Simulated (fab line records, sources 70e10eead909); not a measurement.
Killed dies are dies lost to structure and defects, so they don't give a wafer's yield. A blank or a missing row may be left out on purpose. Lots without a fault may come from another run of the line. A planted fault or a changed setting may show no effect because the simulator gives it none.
fab line records | flow nand_harc
record lots=13 wafers=39 last_day=24
route steps=1159 shown P_CONTACT@236 THIN_TSV@1125 END@1159
lots that met no fault: from a run of the same line without faults
start_h: hours from the record's first day to the start of the lot's first wafer shown | wait_h: hours since the lot's step before | " the same as in the row above | L1.1+2: a row that stands for several wafers | - no value, or no start given | * or withheld: withheld | < > ~ a bound
route shown NAME@n: a module of which the file shows steps, and the number in the route of the first | usual: mean/standard deviation of fault-free wafers | same: alike in all rows | chamber/n: place in a boat | sites: the reading at each site | _std_site: their standard deviation | _edge_site: outer sites' mean less inner sites' | radius_mm: how far each site lies from the wafer's centre | mask NAME#n: copy n | behind: the tool/chamber that last shaped the wafer | hold: why the lot was held/for how many hours/how that ended | device: the transistor (n, p or np) that didn't switch | end of line: the same wafers' tests at the end of the route | a step without rows: its recipe alone | killed: dies lost to structure and defects at the first sort, not the wafer's yield | map: a wafer's dies, x killed, . not, _ none there
set.NAME: the setting as run; set.NAME@STEP: as run at that earlier step | model.NAME: the simulator's own value behind a step, which no gauge read
steps of the route over a sample of lots; a table a step, a row a wafer
services: from which hour (start_h, from the record's first day; less than 0 if before it) a tool's chamber was out of use, for how many hours, and why
## steps
# step NHARC_P_CONTACT_ETCH_35
# recipe target_depth_a=390 over_etch_frac=0.3 time_s=65 ion_energy_ev=80 cf4_flow_sccm=150 ar_flow_sccm=0 rf_w=300 bias_w=100 chemistry=CF4
# usual cf4_flow_sccm=149.9/0.49 drypump_motor_current_A=5.6/0.36 oes_product_au=1.003/0.0064 rf_vpp_V=151.8/1.3 showerhead_plenum_p_Torr=1.82/0.081 throttle_valve_pct=13.284/0.0086
# columns lot.wafer tool chamber start_h wait_h cf4_flow_sccm drypump_motor_current_A oes_product_au rf_hours_counter_h rf_vpp_V showerhead_plenum_p_Torr throttle_valve_pct
L543.4 rie_diel-07 0 110.17 0.1 150.6 6.0 1.000 5 148.5 1.70 13.293
L543.2 " 2 " " 150.5 5.5 1.018 6 152.2 1.83 13.289
L543.5 " 0 " " 149.8 5.9 1.001 - 151.4 1.70 13.292
L544.3 rie_diel-06 2 117.93 0.1 150.8 5.8 1.002 14 152.7 1.87 13.294
L544.4 " 3 " " 150.1 5.5 1.001 15 152.6 1.90 13.293
L544.6 " 1 " " 151.0 6.4 1.002 - 149.8 1.68 13.282
L545.4 rie_diel-11 3 124.64 0.1 150.4 5.6 0.991 10 153.1 1.90 13.266
L545.2 " 1 " " 149.6 5.6 1.003 10 152.2 1.87 13.273
L545.5 " 3 " " 150.1 5.6 1.006 - 152.1 1.90 13.284
L547.3 rie_diel-07 1 129.99 0.1 149.9 5.3 1.001 7 150.3 1.71 13.273
L547.4 " 2 " " 150.0 5.5 1.002 7 151.7 1.83 13.286
L547.5 " 0 " " 150.0 6.0 1.005 - 150.2 1.70 13.282
L546.4 rie_diel-11 3 130.56 0.1 150.1 5.6 0.995 11 152.8 1.90 13.284
L546.1 " 0 " " 150.3 5.5 1.002 11 153.4 1.89 13.289
L546.2 " 1 " " 150.7 5.6 1.012 11 152.7 1.87 13.292
L548.1 rie_diel-07 3 146.50 0.1 150.1 5.3 0.997 7 151.1 1.77 13.282
L548.6 " 1 " " 149.9 5.3 1.006 - 150.5 1.71 13.280
L548.5 " 2 " " 149.4 5.5 1.006 - 150.6 1.83 13.278
L549.4 rie_diel-06 3 147.33 0.1 150.9 5.5 0.988 27 151.9 1.90 13.282
L549.3 " 1 " " 149.3 6.3 0.991 24 150.4 1.67 13.277
L549.5 " 3 " " 149.8 5.5 0.988 - 153.5 1.90 13.281
L550.2 rie_diel-11 0 154.87 0.1 150.1 5.5 1.003 13 152.7 1.89 13.284
L550.3 " 1 " " 149.5 5.7 1.010 14 151.9 1.87 13.288
L550.6 " 3 " " 150.7 5.6 0.994 - 152.4 1.90 13.288
L552.3 rie_diel-07 3 170.93 0.1 150.1 5.3 1.006 9 151.1 1.77 13.278
L552.1 " 1 " " 150.1 5.3 0.993 11 149.6 1.71 13.268
L552.5 " 3 " " 149.8 5.4 1.002 - 151.1 1.77 13.278
L553.1 rie_diel-07 2 176.09 0.1 150.7 5.5 1.000 12 150.3 1.83 13.274
L553.3 " 1 " " 149.4 5.3 0.997 12 150.2 1.71 13.281
L553.6 " 2 " " 150.1 5.5 1.000 - 151.9 1.83 13.295
L559.2 rie_diel-11 0 213.74 0.1 149.5 5.5 1.008 1 152.9 1.89 13.280
L559.1 " 1 " " 150.8 5.6 1.003 1 153.3 1.87 13.283
L559.6 " 3 " " 150.3 5.7 1.010 - 153.0 1.90 13.289
L563.1 rie_diel-11 1 230.61 0.1 150.6 5.6 1.009 2 153.7 1.87 13.289
L563.6 " 0 " " 150.8 5.5 1.012 - 151.9 1.89 13.271
L563.5 " 1 " " 151.0 5.6 1.007 - 151.6 1.87 13.281
L566.2 rie_diel-11 1 242.69 0.1 150.0 5.6 1.013 4 151.9 1.87 13.287
L566.1 " 2 " " 149.8 4.7 1.011 4 153.2 1.89 13.296
L566.4 " 0 " " 149.3 5.5 1.000 4 151.1 1.89 13.285
# step NHARC_THIN_TSV_ETCHBACK_48
# recipe target_depth_a=10285 over_etch_frac=0.3 time_s=405.17 ion_energy_ev=250 c4f8_flow_sccm=withheld ar_flow_sccm=withheld rf_w=600 bias_w=300 chemistry=C4F8/Ar
# usual oes_product_au=0.95/0.034 rf_vpp_V=546.0/2.5
# columns lot.wafer tool chamber start_h wait_h oes_product_au rf_hours_counter_h rf_vpp_V
L543.4 rie_diel-13 1 435.37 - 0.93 10 546.1
L543.2 " 2 " " 0.93 10 550.1
L543.5 " 1 " " 0.93 - 544.3
L544.3 rie_diel-09 1 440.35 - 0.99 0 547.8
L544.4 " 3 " " 0.99 0 544.6
L544.6 " 1 " " 1.00 - 547.6
L545.4 rie_diel-09 0 449.89 - 0.96 1 547.6
L545.2 " 2 " " 0.97 1 545.0
L545.5 " 1 " " 0.97 - 549.2
L547.3 rie_diel-07 0 450.71 - 0.93 5 542.9
L547.4 " 3 " " 0.93 6 546.5
L547.5 " 0 " " 0.92 - 544.0
L546.4 rie_diel-07 3 457.21 - 0.93 7 545.8
L546.1 " 0 " " 0.92 6 541.9
L546.2 " 1 " " 0.92 6 545.9
L549.3 rie_diel-07 1 463.94 - 0.91 7 541.9
L549.4 " 3 " " 0.92 8 546.6
L549.5 " 0 " " 0.92 - 542.2
L550.2 rie_diel-13 1 464.95 - 0.97 1 546.8
L550.3 " 2 " " 0.97 0 549.7
L550.6 " 3 " " 0.98 - 544.1
L548.1 rie_diel-07 0 466.75 - 0.98 7 542.1
L548.5 " 1 " " 0.97 - 544.3
L548.6 " 2 " " 0.97 - 549.0
L552.1 rie_diel-13 1 484.49 - 1.00 1 545.8
L552.3 " 2 " " 1.01 1 552.3
L552.5 " 1 " " 1.01 - 544.3
L553.1 rie_diel-07 0 486.66 - 0.92 9 543.6
L553.3 " 3 " " 0.92 11 548.2
L553.6 " 0 " " 0.92 - 541.8
L559.1 rie_diel-07 0 523.03 - 0.93 14 543.6
L559.2 " 1 " " 0.92 14 543.8
L559.6 " 1 " " 0.93 - 544.0
L563.1 rie_diel-13 3 547.53 - 1.00 7 544.6
L563.5 " 3 " " 1.01 - 544.5
L563.6 " 2 " " 1.02 - 549.2
L566.1 rie_diel-07 0 559.77 - 0.92 17 543.1
L566.2 " 3 " " 0.92 18 545.2
L566.4 " 3 " " 0.93 - 546.3
# step NHARC_THIN_TSV_STRIP_62
# recipe power_w=1500 temp_c=250 time_s=20 chemistry=N2/H2
# usual drypump_motor_current_A=5.6/0.42 heater_power_w=302/19
# columns lot.wafer tool chamber start_h wait_h drypump_motor_current_A heater_power_w rf_hours_counter_h
L543.2 plasma_asher-01 0 435.74 - 6.0 332 51
L543.4 " 1 " " 5.3 319 -
L543.5 " 1 " " 5.3 306 -
L544.4 plasma_asher-02 0 440.71 - 5.1 288 -
L544.3 " 1 " " 6.0 282 -
L544.6 " 1 " " 6.0 279 -
L545.2 plasma_asher-01 0 450.26 - 6.0 340 57
L545.4 " 0 " " 6.1 336 -
L545.5 " 0 " " 6.1 338 -
L547.3 plasma_asher-02 0 451.13 - 5.1 285 -
L547.4 " 1 " " 6.0 285 -
L547.5 " 0 " " 5.1 291 -
L546.2 plasma_asher-02 0 457.76 - 5.1 281 32
L546.1 " 1 " " 6.0 277 32
L546.4 " 1 " " 6.0 283 -
L549.3 plasma_asher-01 0 464.31 - 6.1 322 -
L549.4 " 1 " " 5.3 305 -
L549.5 " 0 " " 6.1 329 -
L550.2 plasma_asher-01 1 465.26 - 5.3 302 1
L550.3 " 1 " " 5.3 304 -
L550.6 " 1 " " 5.3 305 -
L548.1 plasma_asher-01 1 467.34 - 5.3 297 3
L548.5 " 0 " " 6.1 316 -
L548.6 " 1 " " 5.3 306 -
L552.1 plasma_asher-02 1 484.81 - 6.0 281 43
L552.3 " 0 " " 5.1 292 -
L552.5 " 0 " " 5.1 289 -
L553.1 plasma_asher-01 1 487.02 - 5.3 305 9
L553.3 " 0 " " 6.1 330 -
L553.6 " 1 " " 5.3 300 -
L559.1 plasma_asher-01 1 523.39 - 5.3 305 21
L559.2 " 0 " " 6.0 321 21
L559.6 " 1 " " 5.3 298 -
L563.1 plasma_asher-02 0 547.98 - 5.1 273 1
L563.5 " 1 " " 6.0 286 -
L563.6 " 0 " " 5.1 278 -
L566.2 plasma_asher-01 1 560.20 - 5.3 303 35
L566.1 " 0 " " 6.0 325 35
L566.4 " 1 " " 5.3 302 -
# step NHARC_THIN_TSV_PRE_CLEAN_50
# recipe time_s=30 temp_c=280 gas=H2/He
# usual heater_power_w=421/28
# columns lot.wafer tool chamber start_h wait_h heater_power_w
L543.4 pvd_sputter-01 - - - 414
L543.2 " - " " 436
L543.5 " - " " 362
L544.4 pvd_sputter-03 - - - 413
L544.3 " - " " 415
L544.6 " - " " 442
L545.4 pvd_sputter-03 - - - 408
L545.2 " - " " 435
L545.5 " - " " 393
L547.4 pvd_sputter-01 - - - 438
L547.3 " - " " 426
L547.5 " - " " 409
L546.2 pvd_sputter-01 - 458.02 - 416
L546.4 " - " " 430
L546.1 " - " " 417
L549.4 pvd_sputter-01 - - - 414
L549.3 " - " " 365
L549.5 " - " " 417
L550.3 pvd_sputter-02 - - - 473
L550.2 " - " " 423
L550.6 " - " " 472
L548.1 pvd_sputter-02 - - - 478
L548.5 " - " " 446
L548.6 " - " " 412
L552.1 pvd_sputter-01 - - - 418
L552.3 " - " " 436
L552.5 " - " " 359
L553.1 pvd_sputter-02 - - - 427
L553.3 " - " " 492
L553.6 " - " " 444
L559.2 pvd_sputter-02 - - - 411
L559.1 " - " " 415
L559.6 " - " " 422
L563.1 pvd_sputter-03 - - - 443
L563.5 " - " " 387
L563.6 " - " " 440
L566.1 pvd_sputter-01 - - - 424
L566.2 " - " " 413
L566.4 " - " " 358
# step NHARC_END_SORT_01
# recipe temp_c=25
# usual killed_at_array=27/11 killed_at_other=0.8/1.4 killed_at_periphery=3.3/2 killed_dies=31/11 killed_open=3.4/1.8 killed_short=2.1/1.3
# same gross_dies=677
# columns lot.wafer tool chamber start_h wait_h killed_at_array killed_at_other killed_at_periphery killed_dies killed_open killed_short
L552.1 prober-01 0 496.81 2.5 51 0 79 130 3 2
L552.3 prober-01 0 498.41 3.1 27 1 17 45 1 2
L552.5 prober-01 0 500.01 3.7 23 0 26 49 4 2
L553.1 prober-02 0 504.64 2.5 21 0 91 112 2 3
L553.3 prober-02 0 506.23 3.1 19 0 91 110 4 1
L553.6 prober-02 0 508.61 4.0 24 0 91 115 4 0
# killed by level:class
L552.1 P_CONTACT:unspecified=78 A_CHANNEL_HOLE_D1:chamber_film_flake=19 A_SLIT:chamber_film_flake=15 A_WL_FILL:chamber_film_flake=6 A_STAIRCASE:chamber_film_flake=5 P_STI:geometric_particle:open=1 A_CHANNEL_FILL_D1:geometric_particle:short=1 A_SGD_CUT:geometric_particle:open=1
L552.3 P_CONTACT:unspecified=16 A_SLIT:chamber_film_flake=11 A_STAIRCASE:chamber_film_flake=6 A_CHANNEL_HOLE_D1:chamber_film_flake=5 A_WL_FILL:chamber_film_flake=2 P_STI:geometric_particle:short=1 A_SGD_CUT:geometric_particle:short=1 STARTING-WAFER:geometric_particle:open=1
L552.5 P_CONTACT:unspecified=23 A_SLIT:chamber_film_flake=8 A_CHANNEL_HOLE_D1:chamber_film_flake=5 A_STAIRCASE:chamber_film_flake=3 A_CHANNEL_FILL_D1:chamber_film_flake=2 P_STI:geometric_particle:short=1 P_GATE:geometric_particle:short=1 P_M0:geometric_particle:open=1
L553.1 P_CONTACT:unspecified=86 A_SLIT:chamber_film_flake=8 P_BONDPAD:chamber_film_flake=4 A_CONTACT:chamber_film_flake=3 A_CHANNEL_HOLE_D1:chamber_film_flake=2 A_CHANNEL_HOLE_D1:geometric_particle:short=1 A_WL_FILL:geometric_particle:open=1 A_CONTACT:geometric_particle:open=1
L553.3 P_CONTACT:unspecified=85 A_SLIT:chamber_film_flake=6 P_BONDPAD:chamber_film_flake=5 A_SGD_CUT:chamber_film_flake=3 A_M0:geometric_particle:open=2 A_CHANNEL_HOLE_D1:chamber_film_flake=2 A_CONTACT:chamber_film_flake=2 A_SOURCE_PLATE:geometric_particle:short=1
L553.6 P_CONTACT:unspecified=87 A_SLIT:chamber_film_flake=13 P_BONDPAD:chamber_film_flake=3 A_SGD_CUT:chamber_film_flake=3 A_CONTACT:geometric_particle:open=2 P_GATE:geometric_particle:open=1 A_M1:geometric_particle:open=1 A_CHANNEL_HOLE_D1:chamber_film_flake=1
## services
# columns tool chamber start_h hours kind
plasma_asher-01 - 99.57 9.0 pm
rie_diel-07 - 108.36 0.9 repair
rie_diel-11 2 109.19 7.4 repair
pvd_sputter-01 - 122.65 1.6 repair
plasma_asher-01 - 144.59 3.6 repair
rie_diel-11 2 149.65 5.6 repair
pvd_sputter-01 - 150.90 3.5 repair
pvd_sputter-01 - 158.00 10.0 pm
rie_diel-07 3 173.97 4.9 repair
pvd_sputter-01 - 174.45 6.7 repair
rie_diel-07 0 179.07 7.1 repair
rie_diel-11 - 189.50 9.0 pm
rie_diel-07 - 228.20 9.0 pm
rie_diel-07 2 268.93 26.2 repair
plasma_asher-01 - 276.57 9.0 pm
rie_diel-07 - 280.09 0.8 repair
rie_diel-07 3 285.42 7.4 repair
rie_diel-11 1 300.12 3.2 repair
rie_diel-07 0 328.96 2.8 repair
rie_diel-07 0 347.93 2.9 repair
rie_diel-07 - 405.20 9.0 pm
plasma_asher-01 - 453.57 9.0 pm
plasma_asher-01 - 470.49 1.7 repair
rie_diel-07 2 558.22 6.9 repair
## key
first_sign step=NHARC_END_SORT_01 reading=killed_at_periphery direction=up sigmas=31 usual=3.3 struck=65.8
effect step=NHARC_END_SORT_01 reading=killed_dies direction=up sigmas=5.8 usual=31 struck=94 wafers_moved=4
more_kills_born_at NHARC_P_CONTACT_ETCH_35@rie_diel-07=375
met_at NHARC_P_CONTACT_ETCH_35
struck_lots L552,L553
tester_left_out L552,L553
not_acting_at NHARC_THIN_TSV_ETCHBACK_48,NHARC_THIN_TSV_STRIP_62,NHARC_THIN_TSV_PRE_CLEAN_50
onset_between 146.50 170.93
fault kind=chamber_particle_source tool=rie_diel-07 chamber=- onset_h=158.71 steps=NHARC_P_CONTACT_ETCH_35 rate_per_visit_cm2=0.81007 end_h=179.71
# tester_left_out: of these lots the tester's yield and bins aren't shown, on N5 and GAA mostly nor the transistor test; their killed dies are dies lost to structure and defects alone, not to doping, threshold or leakage, so they don't give the yield
